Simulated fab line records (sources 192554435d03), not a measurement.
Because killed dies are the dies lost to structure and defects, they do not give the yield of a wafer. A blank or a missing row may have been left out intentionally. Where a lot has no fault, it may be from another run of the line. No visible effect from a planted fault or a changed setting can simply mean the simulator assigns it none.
fab line records    flow n5-finfet
[record] lots = 6  wafers = 16  last-day = 17
route steps=1938 shown BEOL_M11@1542 PASSIVATION@1936
lots that met no fault: taken from a fault-free run of the same line
start-h: hours from the record's first day to the start of the lot's first wafer shown    wait-h: hours from the lot's prior step to this one    " the same as in the row above    L1.1+2: one row covering several wafers at once    - either no value or no given start    * or withheld: withheld    < > ~ a bound
route shown NAME@n: names a module that has steps shown in the file, with the first one's number in the route    usual: mean and standard deviation over wafers with no fault    same: alike in all rows    chamber/n: place in a boat    sites: per-site readings    _std_site: standard deviation across them    _edge_site: mean of outer sites minus mean of inner sites    radius-mm: for every site, how far away it sits from the centre of the wafer    mask NAME#n: copy n    behind: the last tool/chamber to shape the wafer    hold: why the lot was held/for how many hours/how that ended    device: the transistor (n, p or np) that didn't switch    end of line: the route-end tests of the same wafers    a step given without rows: its recipe and nothing more    killed: dies that structure and defects cost at the first sort, which is not the same as the wafer's yield    map: a wafer's dies, x killed, . not, _ none there
set.NAME: setting as actually run; set.NAME@STEP: the setting as run at that earlier step    model.NAME: the simulator's own value behind a step, which no gauge read
lots at selected steps of the route; one table per step, one row per wafer
services: a tool's chamber out of use, with start hour (start-h, from the record's first day; less than 0 if before it), hours out, and reason
[[steps]]
[step N5_BEOL_M11_COAT_60]
[recipe] resist = SiARC  temp-c = 220  time-s = 60  spin-rpm = 1500  resist-thk-nm = 30
[step N5_BEOL_M11_COAT_05]
[recipe] resist = CAR-ArF  spin-rpm = 1500  resist-thk-nm = 90
[step N5_BEOL_M11_EBR_07]
[recipe] solvent = PGMEA  ebr-width-mm = 1.5
[step N5_BEOL_M11_SOFTBAKE_06]
[recipe] temp-c = 110  time-s = 60  resist = CAR-ArF
[step N5_BEOL_M11_EXPOSE_08]
[recipe] mask-id = M11  na = 1.35  source-shape = dipole  sigma-inner = 0.411  sigma-outer = 0.611  polarization = te  dose-mj = 53.75
[step N5_BEOL_M11_PEB_09]
[recipe] peb-temp-c = withheld  peb-time-s = 60  resist = CAR-ArF
[step N5_BEOL_M11_DEVELOP_10]
[recipe] develop-time-s = 30  developer = TMAH  resist = CAR-ArF  rinse-liquid = diw  dry = air-spin  dev-temp-c = 23
[step N5_BEOL_M11_CD_MEAS_11]
[recipe] target-cd-nm = 64.1  landing-energy-ev = 500  detector = se-inlens  polarity = opening
[usual] cd-nm = 63.9/0.56
lot.wafer  tool       chamber  start-h  wait-h  cd-nm
L727.2     cd-sem-03  0        237.79   -       63.1
L727.3     "          0        "        "       63.7
L727.5     "          0        "        "       63.4
L733.1     cd-sem-03  0        281.28   -       65.2
L733.2     "          0        "        "       64.4
L733.6     "          0        "        "       64.0
L740.3     cd-sem-02  0        325.08   -       64.3
L740.5     "          0        "        "       64.2
L742.2     cd-sem-01  0        333.43   -       63.5
L742.3     "          0        "        "       63.9
L745.2     cd-sem-02  0        351.79   -       64.1
L745.4     "          0        "        "       62.7
L745.6     "          0        "        "       63.8
L748.1     cd-sem-01  0        366.34   -       64.4
L748.3     "          0        "        "       64.3
L748.5     "          0        "        "       63.9
[step N5_BEOL_M11_OVL_MEAS_12]
[recipe] points-per-wafer = 44
[usual] M11_OVL = -0.8/0.69
lot.wafer  tool        chamber  start-h  wait-h  M11_OVL[nm]
L727.2     overlay-02  0        237.82   0.0     -0.8
L727.3     "           0        "        "       0.5
L727.5     "           0        "        "       -0.4
L733.1     overlay-02  0        281.31   0.0     -0.9
L733.2     "           0        "        "       -1.4
L733.6     "           0        "        "       -1.6
L740.3     overlay-01  0        325.11   0.0     -2.0
L740.5     "           0        "        "       -1.1
L742.2     overlay-01  0        333.45   0.0     -1.8
L742.3     "           0        "        "       -1.2
L745.2     overlay-01  0        351.82   0.0     0.0
L745.4     "           0        "        "       -0.8
L745.6     "           0        "        "       -0.8
L748.1     overlay-01  0        366.37   0.0     -0.5
L748.3     "           0        "        "       -0.5
L748.5     "           0        "        "       -0.5
[step N5_BEOL_M11_INSPECT_13]
[recipe] mode = adi  inspect-instrument = brightfield
[usual] raw-defect-count = 418/98
lot.wafer  tool               chamber  start-h  wait-h  raw-defect-count
L727.2     defect-inspect-01  -        237.84   0.0     266
L727.3     "                  -        "        "       216
L727.5     "                  -        "        "       323
L733.1     defect-inspect-02  -        281.33   0.0     510
L733.2     "                  -        "        "       606
L733.6     "                  -        "        "       400
L740.3     defect-inspect-01  -        325.14   0.0     334
L740.5     "                  -        "        "       423
L742.2     defect-inspect-01  -        333.48   0.0     443
L742.3     "                  -        "        "       568
L745.2     defect-inspect-02  -        351.84   0.0     469
L745.4     "                  -        "        "       448
L745.6     "                  -        "        "       333
L748.1     defect-inspect-01  -        366.39   0.0     409
L748.3     "                  -        "        "       374
L748.5     "                  -        "        "       307
[step N5_BEOL_M11_DESCUM_16]
[recipe] chemistry = O2  time-s = 7.9  source-power-w = 50  bias-power-w = 20  pressure-mtorr = 20  rf-frequency-hz = 2.712e+07  temp-c = 40  resist = CAR-ArF  o2-flow-sccm = 225
[usual] drypump-motor-current-A = 5.7/0.49  oes-product-au = 0.74/0.062  rf-vpp-V = 242.7/1.2  showerhead-plenum-p-Torr = 2.07/0.059  throttle-valve-pct = 20.58/0.21
lot.wafer  tool         chamber  start-h  wait-h  drypump-motor-current-A  oes-product-au  rf-hours-counter-h  rf-vpp-V  showerhead-plenum-p-Torr  throttle-valve-pct
L727.2     rie-diel-05  1        237.97   0.1     5.2                      0.69            200                 242.9     2.07                      20.81
L727.3     "            0        "        "       5.8                      0.77            137                 241.7     2.02                      20.44
L727.5     "            0        "        "       5.9                      0.77            -                   243.0     2.02                      20.45
L733.1     rie-diel-01  0        281.37   0.0     5.3                      0.79            114                 244.3     2.08                      20.33
L733.2     "            3        "        "       5.7                      0.71            206                 242.3     2.06                      20.57
L733.6     "            2        "        "       5.9                      0.82            -                   241.6     2.01                      20.34
L740.3     rie-diel-05  3        325.17   0.0     4.7                      0.72            216                 243.2     2.07                      20.55
L740.5     "            0        "        "       5.8                      0.74            -                   241.5     2.01                      20.47
L742.2     rie-diel-05  3        333.51   0.0     4.7                      0.72            219                 244.0     2.07                      20.53
L742.3     "            2        "        "       6.3                      0.71            191                 242.5     2.09                      20.83
L745.2     rie-diel-06  3        351.87   0.0     5.7                      0.67            250                 239.9     1.98                      20.68
L745.4     "            2        "        "       6.3                      0.93            15                  243.8     2.15                      20.44
L745.6     "            2        "        "       6.3                      0.92            -                   243.0     2.15                      20.43
L748.1     rie-diel-01  2        366.52   0.1     5.9                      0.79            121                 241.1     2.00                      20.38
L748.3     "            0        "        "       5.3                      0.78            139                 243.4     2.08                      20.37
L748.5     "            0        "        "       5.3                      0.76            -                   243.9     2.08                      20.38
[step N5_BEOL_M11_ETCH_61]
[recipe] chemistry = CF4  target = SiARC  target-depth-a = 390  mask-material = CAR-ArF  time-s = 65  ion-energy-ev = 80  pressure-mtorr = 40  source-w = 545  bias-w = 36  Ar_flow_sccm = 100  cf4-flow-sccm = 100  ends = cleared
[usual] drypump-motor-current-A = 5.7/0.49  etch-rf-on-time-s = 65.9/1.4  oes-product-au = 0.63/0.052  rf-vpp-V = 183.8/1  showerhead-plenum-p-Torr = 2.12/0.056  throttle-valve-pct = 15.80/0.22
lot.wafer  tool         chamber  start-h  wait-h  drypump-motor-current-A  etch-rf-on-time-s  oes-product-au  rf-hours-counter-h  rf-vpp-V  showerhead-plenum-p-Torr  throttle-valve-pct
L727.2     rie-diel-05  1        238.01   0.0     5.2                      67.5               0.58            200                 184.6     2.14                      16.10
L727.3     "            0        "        "       5.8                      62.9               0.67            137                 183.9     2.06                      15.58
L727.5     "            0        "        "       5.9                      62.9               0.66            -                   183.6     2.06                      15.59
L733.1     rie-diel-01  0        281.40   0.0     5.3                      65.9               0.67            114                 183.3     2.16                      15.66
L733.2     "            3        "        "       5.7                      66.5               0.61            206                 182.7     2.12                      15.84
L733.6     "            2        "        "       5.9                      64.5               0.69            -                   184.4     2.07                      15.61
L740.3     rie-diel-05  3        325.20   0.0     4.7                      65.7               0.61            216                 184.8     2.11                      15.71
L740.5     "            0        "        "       5.9                      62.4               0.65            -                   182.8     2.06                      15.64
L742.2     rie-diel-05  3        333.55   0.0     4.7                      66.4               0.60            219                 183.1     2.11                      15.73
L742.3     "            2        "        "       6.3                      66.2               0.61            191                 183.4     2.14                      16.06
L745.2     rie-diel-06  3        351.91   0.0     5.7                      65.1               0.58            250                 182.9     2.03                      15.88
L745.4     "            2        "        "       6.3                      66.7               0.78            15                  185.9     2.20                      15.55
L745.6     "            2        "        "       6.3                      66.8               0.78            -                   183.4     2.20                      15.56
L748.1     rie-diel-01  2        366.56   0.0     5.9                      65.4               0.67            121                 183.1     2.06                      15.65
L748.3     "            0        "        "       5.3                      65.9               0.66            139                 183.3     2.15                      15.68
L748.5     "            0        "        "       5.3                      66.1               0.65            -                   184.3     2.15                      15.70
[step N5_BEOL_M11_ETCH_62]
[recipe] chemistry = N2/H2  target = SOC  target-depth-a = 1100  overetch-a = 220  mask-material = SiARC  temp-c = 40  time-s = 165  ion-energy-ev = 200  pressure-mtorr = 30  source-w = 840  bias-w = 150  n2-flow-sccm = 200  h2-flow-sccm = 200
[usual] drypump-motor-current-A = 5.7/0.49  oes-product-au = 0.63/0.051  rf-vpp-V = 523.0/2.1  showerhead-plenum-p-Torr = 2.51/0.07  throttle-valve-pct = 18.00/0.21
lot.wafer  tool         chamber  start-h  wait-h  drypump-motor-current-A  oes-product-au  rf-hours-counter-h  rf-vpp-V  showerhead-plenum-p-Torr  throttle-valve-pct  model.SiARC_of_BEOL_M11_COAT_60.thk-nm
L727.2     rie-diel-05  1        238.06   0.0     5.2                      0.59            200                 524.0     2.54                      18.29               23.6
L727.3     "            0        "        "       5.9                      0.65            137                 521.4     2.44                      17.89               23.6
L727.5     "            0        "        "       5.8                      0.65            -                   520.8     2.44                      17.90               23.4
L733.1     rie-diel-01  0        281.45   0.0     5.3                      0.67            114                 524.9     2.55                      17.86               23.8
L733.2     "            3        "        "       5.8                      0.61            206                 523.4     2.50                      17.88               23.8
L733.6     "            2        "        "       5.9                      0.68            -                   522.5     2.46                      17.93               23.8
L740.3     rie-diel-05  3        325.25   0.0     4.7                      0.57            216                 524.1     2.50                      17.88               22.8
L740.5     "            0        "        "       5.8                      0.59            -                   519.0     2.43                      17.91               22.6
L742.2     rie-diel-05  3        333.60   0.0     4.7                      0.60            219                 523.9     2.50                      17.89               23.8
L742.3     "            2        "        "       6.3                      0.57            191                 523.3     2.53                      18.19               22.8
L745.2     rie-diel-06  3        351.96   0.0     5.6                      0.58            250                 521.3     2.39                      17.96               23.8
L745.4     "            2        "        "       6.3                      0.78            15                  524.9     2.60                      17.83               23.8
L745.6     "            2        "        "       6.3                      0.80            -                   526.3     2.60                      17.83               23.8
L748.1     rie-diel-01  2        366.61   0.0     5.9                      0.67            121                 520.6     2.45                      17.98               23.8
L748.3     "            0        "        "       5.3                      0.65            139                 524.5     2.54                      17.90               23.8
L748.5     "            0        "        "       5.3                      0.65            -                   524.5     2.54                      17.89               23.8
[step N5_BEOL_M11_STRIP_68]
[recipe] chemistry = N2/H2  temp-c = 40  n2-flow-sccm = 200  h2-flow-sccm = 200  rf-frequency-hz = 6e+07
[step N5_BEOL_M11_STRIP_67]
[recipe] chemistry = CF4  resist = SiARC  power-w = 300  bias-power-w = 75  pressure-mtorr = 50  cf4-flow-sccm = 150  rf-frequency-hz = 6e+07
[usual] drypump-motor-current-A = 5.7/0.49  oes-product-au = 0.74/0.059  rf-vpp-V = 270.8/1.4  showerhead-plenum-p-Torr = 1.78/0.048  throttle-valve-pct = 13.78/0.23
lot.wafer  tool         chamber  start-h  wait-h  drypump-motor-current-A  oes-product-au  rf-hours-counter-h  rf-vpp-V  showerhead-plenum-p-Torr  throttle-valve-pct
L727.2     rie-diel-05  1        238.20   0.0     5.2                      0.70            200                 271.1     1.79                      14.10
L727.3     "            0        "        "       5.8                      0.76            137                 269.9     1.72                      13.54
L727.5     "            0        "        "       5.9                      0.77            -                   268.6     1.72                      13.54
L733.1     rie-diel-01  0        281.60   0.0     5.3                      0.79            114                 271.2     1.82                      13.62
L733.2     "            3        "        "       5.7                      0.72            206                 271.7     1.78                      13.84
L733.6     "            2        "        "       5.9                      0.81            -                   271.5     1.74                      13.56
L740.3     rie-diel-05  3        325.40   0.0     4.7                      0.72            217                 271.4     1.77                      13.72
L740.5     "            0        "        "       5.8                      0.74            -                   269.9     1.72                      13.59
L742.2     rie-diel-05  3        333.74   0.0     4.7                      0.72            219                 271.3     1.76                      13.72
L742.3     "            2        "        "       6.4                      0.72            191                 270.6     1.79                      13.98
L745.2     rie-diel-06  3        352.11   0.0     5.7                      0.68            250                 269.9     1.70                      13.88
L745.4     "            2        "        "       6.2                      0.92            15                  273.1     1.85                      13.50
L745.6     "            2        "        "       6.2                      0.92            -                   275.1     1.85                      13.50
L748.1     rie-diel-01  2        366.75   0.0     5.9                      0.78            121                 269.3     1.73                      13.62
L748.3     "            0        "        "       5.3                      0.77            139                 271.3     1.81                      13.69
L748.5     "            0        "        "       5.3                      0.77            -                   270.3     1.81                      13.68
[step N5_BEOL_M11_HM_OPEN_17]
[recipe] chemistry = Cl2/BCl3  target-depth-a = 200  overetch-a = 60  target = TiN  mask-material = SOC  ion-energy-ev = 150  pressure-mtorr = 10  icp-w = 1000  bias-w = 126  Cl2_flow_sccm = 53.25  bcl3-flow-sccm = 21.75  Ar_flow_sccm = 25
[usual] drypump-motor-current-A = 5.5/0.53  oes-product-au = 0.65/0.11  throttle-valve-pct = 22.29/0.24
lot.wafer  tool          chamber  start-h  wait-h  drypump-motor-current-A  oes-product-au  rf-hours-counter-h  throttle-valve-pct  model.etch.depth-nm
L727.2     rie-metal-02  1        238.24   0.0     5.2                      0.56            102                 22.05               20.13
L727.3     "             0        "        "       5.5                      0.74            -                   21.95               20.5
L727.5     "             1        "        "       5.2                      0.57            -                   22.03               20.55
L733.1     rie-metal-02  1        281.64   0.0     5.2                      0.56            106                 22.06               20.08
L733.2     "             0        "        "       5.5                      0.71            22                  22.01               19.67
L733.6     "             1        "        "       5.2                      0.55            -                   22.06               19.8
L740.3     rie-metal-02  0        325.47   0.1     5.5                      0.66            -                   22.04               18.13
L740.5     "             1        "        "       5.2                      0.52            -                   22.15               17.75
L742.2     rie-metal-03  1        333.78   0.0     6.3                      0.55            100                 22.34               20.09
L742.3     "             1        "        "       6.2                      0.53            -                   22.42               18.25
L745.2     rie-metal-03  1        352.15   0.0     6.3                      0.55            102                 22.37               19.82
L745.4     "             0        "        "       4.8                      0.77            -                   22.44               20.26
L745.6     "             0        "        "       4.8                      0.77            -                   22.43               20.12
L748.1     rie-metal-03  1        366.79   0.0     6.3                      0.55            103                 22.36               19.91
L748.3     "             0        "        "       4.8                      0.77            -                   22.44               20.1
L748.5     "             0        "        "       4.8                      0.78            -                   22.44               20.27
[step N5_BEOL_M11_STRIP_19]
[recipe] chemistry = O2  power-w = 400  temp-c = 40  pressure-mtorr = 30  rf-frequency-hz = 6e+07  bias-power-w = 0  overash-fraction = 0.2  o2-flow-sccm = 225
[usual] drypump-motor-current-A = 5.6/0.56  oes-product-au = 0.74/0.061  rf-vpp-V = 3.6/0.65  showerhead-plenum-p-Torr = 2.07/0.057  throttle-valve-pct = 16.85/0.22
lot.wafer  tool         chamber  start-h  wait-h  drypump-motor-current-A  oes-product-au  rf-hours-counter-h  rf-vpp-V  showerhead-plenum-p-Torr  throttle-valve-pct
L727.2     rie-diel-05  1        238.46   0.2     5.2                      0.68            201                 3.1       2.08                      17.08
L727.3     "            2        "        "       6.3                      0.75            160                 3.3       2.10                      17.02
L727.5     "            2        "        "       6.3                      0.75            -                   4.5       2.10                      17.01
L733.1     rie-diel-06  1        281.78   0.1     5.4                      0.69            196                 3.5       2.10                      17.15
L733.2     "            3        "        "       5.7                      0.70            224                 3.8       1.99                      16.92
L733.6     "            1        "        "       5.4                      0.70            -                   3.0       2.10                      17.15
L740.3     rie-diel-05  0        325.55   0.1     5.9                      0.75            160                 4.4       2.01                      16.72
L740.5     "            3        "        "       4.6                      0.73            -                   3.3       2.07                      16.79
L742.2     rie-diel-06  2        333.89   0.1     6.2                      0.94            8                   3.8       2.15                      16.60
L742.3     "            0        "        "       6.1                      0.75            157                 4.9       2.19                      16.54
L745.2     rie-diel-05  2        352.26   0.1     6.3                      0.71            198                 3.4       2.09                      17.07
L745.4     "            1        "        "       5.2                      0.67            239                 3.2       2.06                      17.17
L745.6     "            0        "        "       5.8                      0.75            -                   3.3       2.01                      16.76
L748.1     rie-diel-05  3        366.90   0.1     4.7                      0.71            229                 3.9       2.07                      16.81
L748.3     "            2        "        "       6.3                      0.70            202                 4.4       2.09                      17.10
L748.5     "            2        "        "       6.3                      0.70            -                   3.3       2.09                      17.08
[step N5_PASSIVATION_PROBE_49]
[usual] defect-limited-yield = 91.2/1.6  killed_at_M0_to_M3 = 31/10  killed_at_M4_up = 14/4.4  killed-at-contacts = 13/6  killed-at-front-end = 43/13  killed-at-other = 3.5/2.6  killed-dies = 104/18  killed-open = 68/14  killed-short = 34/8.1  sort_bin_4_leakage = 0.01/0.073  sort_bin_5_function = 5.1/1.1  sort_bin_6_memory = 3.3/0.68  sort-n-pass = 1076/18  sort-yield-pct = 91.2/1.6
[same] gross-dies = 1180  killed-at-back-side = 0  sort_bin_8_speed[%] = 0
lot.wafer  tool       chamber  start-h  wait-h  defect-limited-yield[%]  killed_at_M0_to_M3  killed_at_M4_up  killed-at-contacts  killed-at-front-end  killed-at-other  killed-dies  killed-open  killed-short  sort_bin_4_leakage[%]  sort_bin_5_function[%]  sort_bin_6_memory[%]  sort-n-pass  sort-yield-pct[%]
L740.3     prober-01  -        368.18   0.1     90.9                     19                  18               17                  49                   4                107          72           35            0                      5.8                     3.0                   1073         90.9
L740.5     prober-01  -        368.28   0.2     90.9                     26                  18               15                  48                   0                107          79           27            0                      4.6                     4.4                   1073         90.9
L742.2     prober-01  -        382.08   0.1     89.6                     27                  17               14                  64                   1                123          89           34            0                      6.4                     3.8                   1057         89.6
L742.3     prober-01  -        382.13   0.1     87.8                     45                  14               24                  59                   2                144          102          41            0                      7.1                     5.1                   1036         87.8
// killed by level:class
L740.3 MOL_CONTACT_COAG:geometric-particle:open=14 STI_FIN_REVEAL:geometric-particle:open=10 DUMMY_GATE:geometric-particle:open=8 BEOL_M4:geometric-particle:open=6 BEOL_M2:geometric-particle:open=5 BEOL_M6:geometric-particle:open=5 FIN_SAQP:geometric-particle:open=4 ILD0:geometric-particle:open=4
L740.5 MOL_CONTACT_COAG:geometric-particle:open=14 STI_FIN_REVEAL:geometric-particle:open=11 DUMMY_GATE:geometric-particle:open=11 BEOL_M0_SAQP:geometric-particle:open=11 BEOL_M4:geometric-particle:open=8 STI_FIN_REVEAL:geometric-particle:short=5 DUMMY_GATE:geometric-particle:short=4 GATE_CUT:geometric-particle:open=4
L742.2 STI_FIN_REVEAL:geometric-particle:open=24 MOL_CONTACT_COAG:geometric-particle:open=9 BEOL_M2:geometric-particle:open=9 FIN_SAQP:geometric-particle:open=7 ILD0:geometric-particle:short=7 BEOL_M5:geometric-particle:open=6 STI_FIN_REVEAL:geometric-particle:short=5 DUMMY_GATE:geometric-particle:open=5
L742.3 MOL_CONTACT_COAG:geometric-particle:open=20 BEOL_M2:geometric-particle:open=13 FIN_SAQP:geometric-particle:open=12 BEOL_M0_SAQP:geometric-particle:short=11 DUMMY_GATE:geometric-particle:open=10 STI_FIN_REVEAL:geometric-particle:open=8 BEOL_M3:geometric-particle:open=6 GATE_CUT:geometric-particle:short=5
[[services]]
tool          chamber  start-h  hours  kind
rie-metal-03  0        222.44   -      clean
rie-diel-06   1        239.83   1.3    repair
rie-diel-05   0        244.70   16.5   repair
rie-diel-06   2        280.12   -      clean
rie-diel-06   2        280.12   -      consumable-replace:focus-ring
rie-diel-06   2        280.12   27.4   scheduled-down
rie-diel-06   2        280.12   27.4   vent-cycle
rie-diel-05   3        289.73   3.8    repair
rie-metal-03  0        318.69   6.3    repair
rie-diel-01   0        319.60   5.4    repair
rie-diel-06   1        325.20   24.4   repair
rie-diel-01   1        325.64   -      clean
rie-diel-01   1        325.64   -      consumable-replace:focus-ring
rie-diel-01   1        325.64   -      consumable-replace:showerhead
rie-diel-01   1        325.64   15.8   scheduled-down
rie-diel-01   1        325.64   15.8   vent-cycle
rie-diel-05   0        330.30   1.4    repair
rie-diel-06   -        339.26   2.8    pm
rie-diel-06   3        352.13   -      clean
rie-diel-06   3        352.13   -      consumable-replace:focus-ring
rie-diel-06   3        352.13   -      consumable-replace:showerhead
rie-diel-06   3        352.13   22.7   scheduled-down
rie-diel-06   3        352.13   22.7   vent-cycle
rie-diel-01   1        361.78   7.6    repair
[[key]]
first-sign none at tools or gauges
[model-effect] step = N5_BEOL_M11_ETCH_62  value = SiARC_of_BEOL_M11_COAT_60.thk-nm  without = 23.53  struck = 22.73
[model-effect] step = N5_BEOL_M11_HM_OPEN_17  value = etch.depth-nm  without = 20.08  struck = 18.04
met-at N5_BEOL_M11_ETCH_62
struck-wafers L740.3,L740.5,L742.3
onset-between 238.06 325.25
[fault] kind = process-parameter-drift  tool = rie-diel-05  chamber = -  onset-h = 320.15  steps = N5_BEOL_M11_ETCH_62  channel = time-s  offset = *  shape = step  end-h = 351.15  scope = struck-wafers-only  acts-in = *  stated = *
